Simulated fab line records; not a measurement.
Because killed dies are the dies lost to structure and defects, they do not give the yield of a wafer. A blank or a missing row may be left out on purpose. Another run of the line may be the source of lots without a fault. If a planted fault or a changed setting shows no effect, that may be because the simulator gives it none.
A struck lot beside a sound one :: flow nandHarc :: 14 out of 1159 route steps
Sound: wafers L789.2, L789.4, L789.5. Struck: wafers L779.1, L779.4, L779.6. The cause is given at the end.
Each step with rows lists, per side, the tool, then ch with its chambers, then its first start. Under that, the readings that differ: sound wafers :: struck wafers :: difference of the means :: sigmas: that difference in standard deviations of wafers without a fault.
alike: words and numbers the same on both sides, and readings whose means are apart by under 2 such deviations; not compared: readings that were withheld, readings missing a value for some wafer, numbers with overlapping values and no deviation given by the record, and bounds like >300 which may hide the same value.
A row with sigmas, a row that says differs or no value, or rows on one side alone: a step with any of these is where the two part. When numbers do not overlap yet have no deviation, they are printed without sigmas and do not part them. A reading that every wafer of one side lacks parts them only if that side has two wafers or more.

first, 1 step without rows for these wafers: NHARC_A_ONON_D1_DEP_19 (target thk 1000 nm).
NHARC_A_ONON_D1_THK_MEAS_21: measures by ellipsometry.
  sound: filmMetro-02 at day 13 01:49; struck: filmMetro-01 at day 11 00:59
  alike: thkNm
after that, 1 step with no rows for these wafers: NHARC_A_ONON_D1_DEP_22 (target thk 1000 nm).
NHARC_A_ONON_D1_THK_MEAS_24: measures by ellipsometry.
  sound: filmMetro-02 at day 13 02:23; struck: filmMetro-02 at day 11 01:33
  alike: thkNm
after that, 1 step with no rows for these wafers: NHARC_A_ONON_D1_DEP_25 (target thk 1000 nm).
NHARC_A_ONON_D1_THK_MEAS_27: measures by ellipsometry.
  sound: filmMetro-02 at day 13 02:57; struck: filmMetro-02 at day 11 02:07
reading: thkNm (nm)
sound: 988 988 988
struck: 1005 1006 1007
difference: +18
sigmas: +2
after that, 1 step with no rows for these wafers: NHARC_A_ONON_D1_DEP_28 (target thk 1000 nm).
NHARC_A_ONON_D1_THK_MEAS_30: measures by ellipsometry.
  sound: filmMetro-01 at day 13 03:31; struck: filmMetro-01 at day 11 02:41
  alike: thkNm
NHARC_A_ONON_D1_DEP_33: deposits SiO2, target thk 200 nm.
  sound on pecvd-01 ch 0,2, day 13 03:45; struck on pecvd-03 ch 0,1,2, day 11 02:58
  alike: heaterPowerOuterW, heaterPowerW, throttleValvePct
NHARC_A_ONON_D1_THK_MEAS_34: measures by ellipsometry.
  sound: filmMetro-02 at day 13 04:07; struck: filmMetro-01 at day 11 03:17
  alike: thkNm
NHARC_A_ONON_D1_INSPECT_32:
  sound: defectInspect-02 at day 13 04:11; struck: defectInspect-02 at day 11 03:22
  alike: rawDefectCount
NHARC_A_CHANNEL_HOLE_D1_DEP_00: deposits aC, target thk 3100 nm.
  sound on aclDep-03 ch 0, day 13 06:08; struck on aclDep-01 ch 0, day 11 09:22
  alike: throttleValvePct
NHARC_A_CHANNEL_HOLE_D1_DEP_01: deposits SiON, target thk 140 nm.
  sound on pecvd-01 ch 0,2, day 13 07:45; struck on pecvd-02 ch 0,1, day 11 11:18
  alike: heaterPowerOuterW, heaterPowerW
-- the record jumps here: 12 days lie between the struck wafers' starts before and after (it left off in module A_CHANNEL_HOLE_D1 and takes up again in module END, whose first step shown is number 1159 of the route) --
NHARC_END_SORT_01:
  here the record holds rows for the struck wafers (prober-02 ch 0, day 23 03:15) but none for the sound ones

## WHERE THEY PART
At NHARC_A_ONON_D1_THK_MEAS_27 first; at NHARC_END_SORT_01 last (within this record only).

WHY: what had been put in by the simulator
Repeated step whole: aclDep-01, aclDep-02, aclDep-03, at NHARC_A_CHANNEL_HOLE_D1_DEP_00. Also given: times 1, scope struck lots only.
